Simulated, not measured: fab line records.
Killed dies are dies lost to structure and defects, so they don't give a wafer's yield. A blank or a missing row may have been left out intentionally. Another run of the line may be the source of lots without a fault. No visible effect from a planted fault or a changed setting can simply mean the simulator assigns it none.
fab line records    flow nand-harc
record: lots: 4  wafers: 12  last-day: 25
route steps=1159 shown P_ZERO_WELL@60 P_STI@69 P_GATE@144 P_M0@266 END@1159
lots that met no fault: taken from a fault-free run of the same line
start-h: the number of hours between the record's first day and the start of the first shown wafer of the lot    wait-h: hours from the lot's prior step to this one    " unchanged from the row above    L1.1+2: one row covering several wafers at once    - no value, or no start given    * or withheld: withheld    < > ~ a bound
route shown NAME@n: NAME is a module with steps in the file, n the number in the route of the first one    usual: average and standard deviation across the fault-free wafers    same: alike in all rows    chamber/n: place in a boat    sites: the reading at each site    _std_site: the values' standard deviation    _edge_site: outer sites' mean less inner sites'    radius-mm: how far each site lies from the wafer's centre    mask NAME#n: copy n    behind: the tool/chamber that last shaped the wafer    hold: why the lot went on hold/how many hours it stayed there/how the hold came to an end    device: whichever transistor did not switch (one of n, p or np)    end of line: tests of these same wafers at the route's end    a step without rows: its recipe alone    killed: at the first sort, the dies lost to defects and structure; wafer yield is something else    map: a wafer's dies, x killed, . not, _ none there
set.NAME: the setting the step ran with; set.NAME@STEP: the setting that earlier step ran with    model.NAME: the simulator's own value behind a step, which no gauge read
certain route steps with their lots: each step a table, each wafer a row
services: when a tool's chamber went out of use (start-h, in hours from the record's first day, below 0 if earlier), for how many hours, and the reason
== steps ==
step: NHARC_P_ZERO_WELL_HARDBAKE_53
recipe: temp-c: 125  time-s: 80
step: NHARC_P_ZERO_WELL_DESCUM_54
recipe: time-s: 3  o2-flow-sccm: 200  ar-flow-sccm: 0  bias-power-w: 0  chemistry: O2
step: NHARC_P_ZERO_WELL_IMPLANT_55
recipe: energy-kev: 180  dose-cm2: 8e+11  tilt-deg: 7
step: NHARC_P_ZERO_WELL_IMPLANT_61
recipe: energy-kev: 30  dose-cm2: 5e+11  tilt-deg: 7
step: NHARC_P_ZERO_WELL_STRIP_56
recipe: time-s: 840  temp-c: 130  chemistry: SPM
step: NHARC_P_ZERO_WELL_PRECLEAN_68
recipe: time-s: 60  temp-c: 50  bath-age-min: 0  chemistry: SC1
step: NHARC_P_ZERO_WELL_SRD_69
step: NHARC_P_ZERO_WELL_RTA_42
recipe: temp-c: 1100  time-s: 300
step: NHARC_P_STI_ETCH_26
recipe: target-depth-a: 110  chemistry: dHF  material: SiO2
step: NHARC_P_STI_PRECLEAN_27
recipe: time-s: *  temp-c: 50  bath-age-min: 0  chemistry: SC1
step: NHARC_P_STI_SRD_28
step: NHARC_P_STI_OXIDE_29
recipe: target-thk-a: 100  temp-c: 900  ox-time-s: 1362  material: SiO2
usual: zone-power-bottom-pct: 29/3.2
lot.wafer  tool        chamber  start-h  wait-h  zone-power-bottom-pct
L180.1     furnace-04  0        42.31    -       33
L180.3     "           0        "        "       32
L180.6     "           0        "        "       33
L189.3     furnace-07  0        92.34    -       31
L189.5     "           0        "        "       31
L189.6     "           0        "        "       31
L197.3     furnace-04  0        144.89   -       33
L197.4     "           0        "        "       32
L197.6     "           0        "        "       32
L198.1     furnace-04  0        149.45   -       31
L198.3     "           0        "        "       32
L198.5     "           0        "        "       32
step: NHARC_P_STI_HM_DEP_30
recipe: target-thk-a: 800  temp-c: 790  pressure-mtorr: 300  time-s: 873  material: Si3N4
step: NHARC_P_STI_DEHYDRATE_01
recipe: temp-c: 150  time-s: 120
step: NHARC_P_STI_HMDS_02
recipe: time-s: 30
step: NHARC_P_STI_COAT_41
recipe: temp-c: 200  time-s: 65
step: NHARC_P_STI_COAT_03
recipe: spin-rpm: 2000  resist-thk-nm: 600
step: NHARC_P_STI_SOFTBAKE_04
recipe: temp-c: 125  time-s: 70
step: NHARC_P_STI_EBR_05
step: NHARC_P_STI_EXPOSE_06
recipe: na: 0.55  target-cd-nm: 200  dose-mj: 37.69  mask-id: P_STI
step: NHARC_P_STI_PEB_07
recipe: peb-temp-c: 128  peb-time-s: 80
step: NHARC_P_STI_DEVELOP_08
recipe: time-s: 50  dev-temp-c: 22
step: NHARC_P_STI_HARDBAKE_13
recipe: temp-c: 118  time-s: 65
step: NHARC_P_STI_DESCUM_14
recipe: time-s: 3  o2-flow-sccm: 200  ar-flow-sccm: 0  bias-power-w: 0  chemistry: O2
step: NHARC_P_STI_ETCH_42
recipe: target-depth-a: 800  overetch-a: 240  time-s: 61  ion-energy-ev: 200  n2-flow-sccm: 150  h2-flow-sccm: 150  ar-flow-sccm: 0  rf-w: 400  bias-w: 150  chemistry: N2/H2
step: NHARC_P_STI_ETCH_31
recipe: target-depth-a: 1089  time-s: 54.5  cf4-flow-sccm: 100  chf3-flow-sccm: 30  ar-flow-sccm: 0  rf-w: 500  bias-w: 200  chemistry: CF4/CHF3
step: NHARC_P_STI_ETCH_15
recipe: target-depth-a: 3000  taper-deg: 4  time-s: 100.1  hbr-flow-sccm: 150  cl2-flow-sccm: 50  rf-w: 400  icp-w: 400  bias-w: 100  chemistry: HBr/Cl2
step: NHARC_P_STI_STRIP_19
recipe: time-s: 900  temp-c: 130  chemistry: SPM
step: NHARC_P_STI_PRECLEAN_32
recipe: time-s: *  temp-c: 50  bath-age-min: 0  chemistry: SC1
step: NHARC_P_STI_SRD_23
step: NHARC_P_STI_OXIDE_33
recipe: target-thk-a: 100  temp-c: 1000  ox-time-s: 281  material: SiO2
step: NHARC_P_STI_HDPCVD_20
recipe: target-thk-a: withheld  sigma-open-frac: withheld  material: SiO2
step: NHARC_P_STI_ANNEAL_34
recipe: temp-c: 1000  time-s: 1800
step: NHARC_P_STI_CMP_21
recipe: t-overpolish-s: 20  target-thk-nm: 380.67
step: NHARC_P_GATE_DESCUM_31
recipe: time-s: 3  o2-flow-sccm: 200  ar-flow-sccm: 0  bias-power-w: 0  chemistry: O2
usual: drypump-motor-current-A: 5.7/0.4  oes-product-au: 1.001/0.011  rf-vpp-V: 57.7/0.82  showerhead-plenum-p-Torr: 1.91/0.058  throttle-valve-pct: 11.311/0.0089
same: bias-power-w: 0
lot.wafer  tool         chamber  start-h  wait-h  hold                      drypump-motor-current-A  oes-product-au  rf-hours-counter-h  rf-vpp-V  showerhead-plenum-p-Torr  throttle-valve-pct
L180.3     rie-diel-11  3        107.56   0.1     -                         6.0                      1.018           18                  59.7      1.88                      11.318
L180.1     "            1        "        "       -                         6.6                      0.998           16                  59.4      1.94                      11.312
L180.6     "            3        "        "       -                         6.0                      1.019           -                   58.0      1.88                      11.303
L189.3     rie-diel-08  0        166.57   0.1     -                         6.3                      0.996           16                  56.6      1.95                      11.311
L189.6     "            0        "        "       -                         6.3                      0.987           -                   57.7      1.94                      11.293
L189.5     "            1        "        "       -                         6.2                      1.016           -                   55.9      1.82                      11.310
L198.3     rie-diel-11  1        213.78   2.5     await-dispo/2.4h/release  6.6                      0.975           4                   57.5      1.93                      11.307
L198.1     "            0        "        "       await-dispo/2.4h/release  6.0                      0.992           3                   57.5      1.92                      11.308
L198.5     "            2        "        "       await-dispo/2.4h/release  5.3                      0.992           -                   58.9      2.00                      11.321
L197.3     rie-diel-08  0        213.93   2.4     await-dispo/2.3h/release  6.3                      0.993           34                  58.2      1.94                      11.325
L197.6     "            1        "        "       await-dispo/2.3h/release  6.2                      1.003           -                   57.5      1.81                      11.321
L197.4     "            0        "        "       await-dispo/2.3h/release  6.3                      0.990           -                   58.4      1.94                      11.316
step: NHARC_P_M0_DESCUM_14
recipe: time-s: 3  o2-flow-sccm: 200  ar-flow-sccm: 0  bias-power-w: 0  chemistry: O2
usual: drypump-motor-current-A: 5.9/0.4  oes-product-au: 0.999/0.01  rf-vpp-V: 57.8/0.94  showerhead-plenum-p-Torr: 1.93/0.084  throttle-valve-pct: 11.311/0.0099
same: bias-power-w: 0
lot.wafer  tool         chamber  start-h  wait-h  hold                      drypump-motor-current-A  oes-product-au  rf-hours-counter-h  rf-vpp-V  showerhead-plenum-p-Torr  throttle-valve-pct  model.P_M0.cd-nm
L180.1     rie-diel-05  1        134.62   0.1     -                         5.5                      1.007           10                  57.3      2.00                      11.293              91.34
L180.3     "            3        "        "       -                         6.1                      1.002           9                   57.4      1.92                      11.312              90.22
L180.6     "            0        "        "       -                         5.5                      0.997           -                   59.4      1.95                      11.322              89.77
L189.3     rie-diel-06  0        191.21   0.1     -                         6.5                      1.017           9                   59.8      1.96                      11.321              89.22
L189.6     "            3        "        "       -                         5.6                      0.995           -                   58.1      2.02                      11.310              89.66
L189.5     "            1        "        "       -                         5.9                      1.020           -                   56.6      1.80                      11.293              89.23
L198.3     rie-diel-06  3        253.14   1.3     await-dispo/1.2h/release  5.6                      0.982           14                  58.9      2.02                      11.320              89.27
L198.1     "            2        "        "       await-dispo/1.2h/release  5.7                      0.964           9                   58.7      1.87                      11.301              88.58
L198.5     "            0        "        "       await-dispo/1.2h/release  6.5                      0.993           -                   57.8      1.96                      11.323              89.01
L197.3     rie-diel-06  2        273.53   1.0     await-dispo/1.0h/release  5.7                      0.980           10                  57.4      1.87                      11.305              88.87
L197.4     "            3        "        "       await-dispo/1.0h/release  5.7                      0.989           14                  58.7      2.02                      11.313              89.28
L197.6     "            2        "        "       await-dispo/1.0h/release  5.8                      0.971           -                   57.7      1.87                      11.308              89.03
step: NHARC_P_M0_ETCH_15
recipe: target-depth-a: 1500  overetch-a: 150  time-s: 82.5  c4f8-flow-sccm: withheld  ar-flow-sccm: 400  rf-w: 600  bias-w: 300  chemistry: C4F8/Ar
usual: oes-product-au: 0.948/0.022  rf-vpp-V: 441.6/2.7
lot.wafer  tool         chamber  start-h  wait-h  oes-product-au  rf-hours-counter-h  rf-vpp-V  model.P_M0.cd-nm
L180.1     rie-diel-05  3        -        -       0.936           9                   441.2     90.77
L180.3     "            0        "        "       0.938           9                   442.0     89.79
L180.6     "            3        "        "       0.943           -                   441.1     89.21
L189.3     rie-diel-06  3        -        -       0.961           11                  445.8     88.61
L189.5     "            3        "        "       0.961           -                   444.3     88.46
L189.6     "            1        "        "       0.971           -                   436.8     88.91
L198.1     rie-diel-06  3        -        -       0.947           14                  445.0     87.9
L198.3     "            0        "        "       0.953           13                  441.9     88.94
L198.5     "            0        "        "       0.958           -                   442.9     88.47
L197.3     rie-diel-06  0        -        -       0.986           13                  441.1     88.2
L197.4     "            1        "        "       0.974           13                  436.1     89.2
L197.6     "            0        "        "       0.988           -                   443.0     88.49
step: NHARC_END_SORT_01
recipe: temp-c: 25
usual: killed-at-array: 26/10  killed-at-other: 0.8/1.1  killed-at-periphery: 3.3/2.6  killed-dies: 30/11  killed-open: 3.4/1.8  killed-short: 2.0/1.3
same: gross-dies: 677
lot.wafer  tool       chamber  start-h  wait-h  killed-at-array  killed-at-other  killed-at-periphery  killed-dies  killed-open  killed-short
L180.1     prober-02  0        456.80   2.5     21               0                1                    22           2            3
L180.3     prober-02  0        458.42   3.1     22               2                3                    27           5            2
L180.6     prober-02  0        460.85   4.1     18               0                1                    19           3            3
L197.3     prober-02  0        581.47   3.1     17               0                13                   30           1            2
L197.4     prober-02  0        582.26   3.4     16               0                8                    24           2            2
L197.6     prober-02  0        583.84   3.9     19               0                7                    26           5            3
L198.1     prober-02  0        585.44   2.5     39               1                3                    43           2            1
L198.3     prober-02  0        587.02   3.1     46               0                11                   57           4            4
L198.5     prober-02  0        588.61   3.7     31               2                15                   48           6            1
killed by level:class
L180.1 A_CHANNEL_HOLE_D1:chamber-film-flake=8 A_STAIRCASE:chamber-film-flake=5 A_CONTACT:chamber-film-flake=3 P_CONTACT:geometric-particle:open=1 A_ONON_D1:geometric-particle:short=1 A_CHANNEL_FILL_D1:geometric-particle:short=1 A_WL_FILL:geometric-particle:short=1 A_CONTACT:geometric-particle:open=1
L180.3 A_CHANNEL_HOLE_D1:chamber-film-flake=9 A_STAIRCASE:chamber-film-flake=5 A_CONTACT:chamber-film-flake=3 A_M0:geometric-particle:open=2 THIN_TSV:chamber-film-flake=2 P_GATE:geometric-particle:open=1 P_CONTACT:geometric-particle:short=1 P_M2:geometric-particle:open=1
L180.6 A_CHANNEL_HOLE_D1:chamber-film-flake=6 A_STAIRCASE:chamber-film-flake=4 A_CONTACT:geometric-particle:short=2 A_CONTACT:chamber-film-flake=2 A_ONON_D1:geometric-particle:open=1 A_WL_FILL:geometric-particle:open=1 A_WL_FILL:geometric-particle:short=1 A_CONTACT:geometric-particle:open=1
L197.3 P_STI:unspecified=9 A_CHANNEL_HOLE_D1:chamber-film-flake=8 A_CONTACT:chamber-film-flake=6 P_STI:chamber-film-flake=2 P_STI:geometric-particle:short=1 P_M1:geometric-particle:open=1 A_ONON_D1:geometric-particle:short=1 A_ZERO_WELL:chamber-film-flake=1
L197.4 A_CHANNEL_HOLE_D1:chamber-film-flake=5 P_STI:chamber-film-flake=4 P_STI:unspecified=2 A_CHANNEL_FILL_D1:chamber-film-flake=2 A_CONTACT:chamber-film-flake=2 A_ONON_D1:geometric-particle:short=1 A_STAIRCASE:geometric-particle:short=1 A_WL_FILL:geometric-particle:open=1
L197.6 A_CHANNEL_HOLE_D1:chamber-film-flake=7 P_STI:unspecified=3 A_CHANNEL_FILL_D1:geometric-particle:open=2 P_M0:chamber-film-flake=2 A_BONDPAD:chamber-film-flake=2 P_M0:geometric-particle:open=1 A_ONON_D1:geometric-particle:short=1 A_SGD_CUT:geometric-particle:short=1
L198.1 A_SLIT:chamber-film-flake=21 A_CHANNEL_HOLE_D1:chamber-film-flake=15 P_STI:unspecified=2 P_M0:geometric-particle:open=1 A_WL_FILL:geometric-particle:open=1 STARTING-WAFER:geometric-particle:short=1 A_CHANNEL_FILL_D1:chamber-film-flake=1 A_CONTACT:chamber-film-flake=1
L198.3 A_CHANNEL_HOLE_D1:chamber-film-flake=16 A_SLIT:chamber-film-flake=16 P_STI:unspecified=6 A_STAIRCASE:chamber-film-flake=4 A_WL_FILL:geometric-particle:short=3 P_STI:chamber-film-flake=3 A_CONTACT:geometric-particle:open=2 A_CONTACT:chamber-film-flake=2
L198.5 A_SLIT:chamber-film-flake=15 A_CHANNEL_HOLE_D1:chamber-film-flake=10 P_STI:unspecified=7 P_STI:chamber-film-flake=4 P_M0:geometric-particle:open=3 A_CONTACT:chamber-film-flake=3 A_SOURCE_PLATE:geometric-particle:open=1 A_CONTACT:geometric-particle:open=1
== services ==
tool         chamber  start-h  hours  kind
rie-diel-06  0        18.70    -      clean
rie-diel-06  1        18.70    -      clean
rie-diel-06  2        18.70    -      clean
rie-diel-06  3        23.44    2.8    repair
rie-diel-11  1        36.47    1.3    repair
rie-diel-08  2        47.21    2.6    repair
rie-diel-06  -        64.20    9.0    pm
rie-diel-06  1        84.80    6.2    repair
rie-diel-08  2        90.43    7.5    repair
rie-diel-06  0        97.01    3.8    repair
rie-diel-06  2        112.17   4.8    repair
rie-diel-08  1        115.20   2.9    repair
rie-diel-05  0        123.67   6.2    repair
rie-diel-08  -        124.84   9.0    pm
rie-diel-06  0        131.18   1.4    repair
rie-diel-05  3        139.54   5.4    repair
rie-diel-08  2        140.56   4.7    repair
rie-diel-06  2        163.06   29.0   repair
rie-diel-05  -        163.65   9.0    pm
rie-diel-06  0        173.29   8.7    repair
rie-diel-11  -        189.63   9.0    pm
rie-diel-08  2        201.15   132.0  repair
rie-diel-05  1        207.39   11.3   repair
rie-diel-06  -        241.20   9.0    pm
== key ==
first-sign: step: NHARC_END_SORT_01  reading: killed-at-periphery  direction: up  sigmas: 2.4  usual: 3.3  struck: 9.5  wafers-moved: 3
effect none on later readings
model-effect: step: NHARC_P_M0_DESCUM_14  value: P_M0.cd-nm  without: 89.46  struck: 89.01
model-effect: step: NHARC_P_M0_ETCH_15  value: P_M0.cd-nm  without: 89.12  struck: 88.53
met-at NHARC_P_STI_OXIDE_29
struck-wafers L197.3,L197.4,L197.6,L198.1,L198.3,L198.5
tester-left-out L197,L198
onset-between 42.31 144.89
also-fits time
fault: kind: chamber-particle-source  tool: furnace-04  chamber: 0  onset-h: 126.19  steps: NHARC_P_STI_OXIDE_29  rate-per-visit-cm2: 0.0092595  end-h: 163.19
tester-left-out: of these lots the tester's yield and bins aren't shown, on N5 and GAA mostly nor the transistor test; their killed dies are dies lost to structure and defects alone, not to doping, threshold or leakage, so they don't give the yield
